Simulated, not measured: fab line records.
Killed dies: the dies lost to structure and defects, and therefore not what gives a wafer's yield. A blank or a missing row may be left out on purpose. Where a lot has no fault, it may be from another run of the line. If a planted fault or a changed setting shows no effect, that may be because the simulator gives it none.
3 desks, one fault | flow nandHarc | numbers are kept per desk, each desk with only its own; the story behind them comes last

## AT THE METROLOGY DESK
Means of the sampled wafers that have a number, per lot and without regard to the tool the lot ran on: this is what the gauges read. Marked OUT: a lot whose mean sits more than 4 standard deviations from the usual mean, which makes it out of limits; the brackets give that distance.
Columns: A = overlayXNm at NHARC_P_M0_OVL_MEAS_10, usual -0.1 nm; B = overlayYNm at NHARC_P_M0_OVL_MEAS_10, usual 0.1 nm
lot  | first seen here | A    | B
L533 | day 6 16:15     | 0.1  | 0.2
L534 | day 6 18:58     | -0.1 | 2.0
L538 | day 8 13:14     | 0.3  | -0.1
L541 | day 9 19:48     | -0.5 | 0.4
L547 | day 12 05:35    | -1.5 | -0.3
L548 | day 12 19:07    | -0.6 | -0.2
L549 | day 12 23:55    | -1.0 | -1.2
L550 | day 13 12:22    | -0.2 | -0.4
L551 | day 13 23:25    | -1.5 | 0.5
L552 | day 14 06:20    | -0.9 | 0.5
L553 | day 14 18:55    | -0.3 | -0.2
L555 | day 15 11:55    | 0.7  | -0.9
Finding of this desk: none of the 12 lots has anything out of limits.

## THE DEFECT DESK
Counts from the inspections along the route, per lot, as means over the sampled wafers that have a number. Marked OUT: a lot whose mean sits more than 4 standard deviations from the usual mean, which makes it out of limits; the brackets give that distance.
Columns: A = rawDefectCount at NHARC_P_CONTACT_INSPECT_27, usual 284
lot  | first seen here | A
L533 | day 6 15:16     | 425
L534 | day 6 17:58     | 250
L538 | day 8 12:16     | 285
L541 | day 9 18:49     | 486
L547 | day 12 04:43    | 464
L548 | day 12 18:07    | 206
L549 | day 12 23:04    | 229
L550 | day 13 11:22    | 153
L551 | day 13 22:25    | 339
L552 | day 14 04:56    | 286
L553 | day 14 17:56    | 383
L555 | day 15 10:55    | 263
Finding of this desk: none of the 12 lots has anything out of limits.

## DESK OF THE TOOL OWNER: rieDiel-10
The tool's own readings at NHARC_P_M0_ETCH_15 (etches the open film in C4F8/Ar, target depth 150 nm, overetch 15 nm, time 82.5 s): means of the sampled wafers that have a number, for each lot that ran on this tool. Marked OUT: a lot whose mean sits more than 4 standard deviations from the usual mean, which makes it out of limits; the brackets give that distance.
Columns: A = oesProductAu at NHARC_P_M0_ETCH_15, usual 0.955 a.u.; B = rfVppV at NHARC_P_M0_ETCH_15, usual 441 V
lot  | first seen here | A     | B
L538 | day 8 13:32     | 0.944 | 438
L541 | day 9 20:05     | 0.935 | 436
L551 | day 13 23:44    | 0.953 | 446
Finding of this desk: none of the 3 lots has anything out of limits.

## BROUGHT TOGETHER
Metrology desk: nothing out of limits seen.
Nothing the defect desk looked at was out of limits.
The desk of the tool owner found nothing out of limits.

## WHAT HAD BEEN PUT IN BY THE SIMULATOR
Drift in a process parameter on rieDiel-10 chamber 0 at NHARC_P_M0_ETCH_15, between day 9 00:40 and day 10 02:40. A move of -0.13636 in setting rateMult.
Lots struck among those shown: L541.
